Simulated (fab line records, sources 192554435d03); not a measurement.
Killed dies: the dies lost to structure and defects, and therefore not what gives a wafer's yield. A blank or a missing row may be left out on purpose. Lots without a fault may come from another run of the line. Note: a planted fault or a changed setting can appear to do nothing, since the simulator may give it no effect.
Which of the tools did it? :: flow n5-finfet :: 36 wafers from 12 lots sampled at 2 of the route's 1938 steps

WHAT THE GAUGES READ, wafer by wafer
N5_BEOL_M7_CD_MEAS_11: target cd 38.5 nm.
lot: L075
measured: day 9 10:25
on: cd-sem-01
cd-nm (nm): 37.6 37.7 37.8

lot: L076
measured: day 9 17:47
on: cd-sem-02
cd-nm (nm): 39.1 39.2 38.7

lot: L079
measured: day 10 07:04
on: cd-sem-03
cd-nm (nm): 38.6 38.9 39.1

lot: L081
measured: day 10 20:11
on: cd-sem-03
cd-nm (nm): 38.1 37.9 37.6

lot: L083
measured: day 11 18:43
on: cd-sem-01
cd-nm (nm): 38.6 38.6 38.3

lot: L085
measured: day 12 06:32
on: cd-sem-01
cd-nm (nm): 38.9 37.6 38.0

lot: L087
measured: day 12 16:19
on: cd-sem-02
cd-nm (nm): 38.5 38.8 38.1

lot: L089
measured: day 12 16:40
on: cd-sem-02
cd-nm (nm): 38.0 39.0 38.3

lot: L092
measured: day 13 18:43
on: cd-sem-03
cd-nm (nm): 39.0 38.4 39.3

lot: L094
measured: day 14 06:29
on: cd-sem-03
cd-nm (nm): 38.9 37.9 38.2

lot: L096
measured: day 14 15:00
on: cd-sem-02
cd-nm (nm): 38.3 38.8 37.7

lot: L091
measured: day 15 11:46
on: cd-sem-01
cd-nm (nm): 38.0 38.5 38.8

WHICH TOOL RAN EACH LOT (tool, then ch and the chambers of the sampled wafers, then the start)
lot: L075
N5_BEOL_M7_CURE_74: uv-cure-02 ch 0, day 9 09:11

lot: L076
N5_BEOL_M7_CURE_74: uv-cure-03 ch 2, day 9 15:38

lot: L079
N5_BEOL_M7_CURE_74: uv-cure-02 ch 1, day 10 04:58

lot: L081
N5_BEOL_M7_CURE_74: uv-cure-01 ch 2, day 10 18:45

lot: L083
N5_BEOL_M7_CURE_74: uv-cure-02 ch 2, day 11 16:02

lot: L085
N5_BEOL_M7_CURE_74: uv-cure-02 ch 1, day 12 04:42

lot: L087
N5_BEOL_M7_CURE_74: uv-cure-03 ch 0, day 12 13:48

lot: L089
N5_BEOL_M7_CURE_74: uv-cure-02 ch 1, day 12 14:45

lot: L092
N5_BEOL_M7_CURE_74: uv-cure-02 ch 0, day 13 16:12

lot: L094
N5_BEOL_M7_CURE_74: uv-cure-03 ch 2, day 14 04:25

lot: L096
N5_BEOL_M7_CURE_74: uv-cure-03 ch 2, day 14 13:40

lot: L091
N5_BEOL_M7_CURE_74: uv-cure-03 ch 1, day 15 10:24
- N5_BEOL_M7_CURE_74: cures SiCOH lowk, time 240 s.

THE ANSWER, worked out from the rows above alone
Rule: what is usual is taken from the lots themselves. Put in order of their means at a reading, lots are off if they are a third of the lots or fewer, leave a main group of 4 or more, and stand apart from it by a gap of 3 or more times the standard deviation of the main group's means; of several such gaps the widest counts. A main group is skipped when, at the precision printed for the reading in the tables above, its means are all equal. A lot without any number at a reading at which 4 lots or more have one is off too. All remaining lots with rows at the step are treated as sound.
Nothing can be told from this: no lot is off at any reading shown.

WHAT THE SIMULATOR HAD PUT IN
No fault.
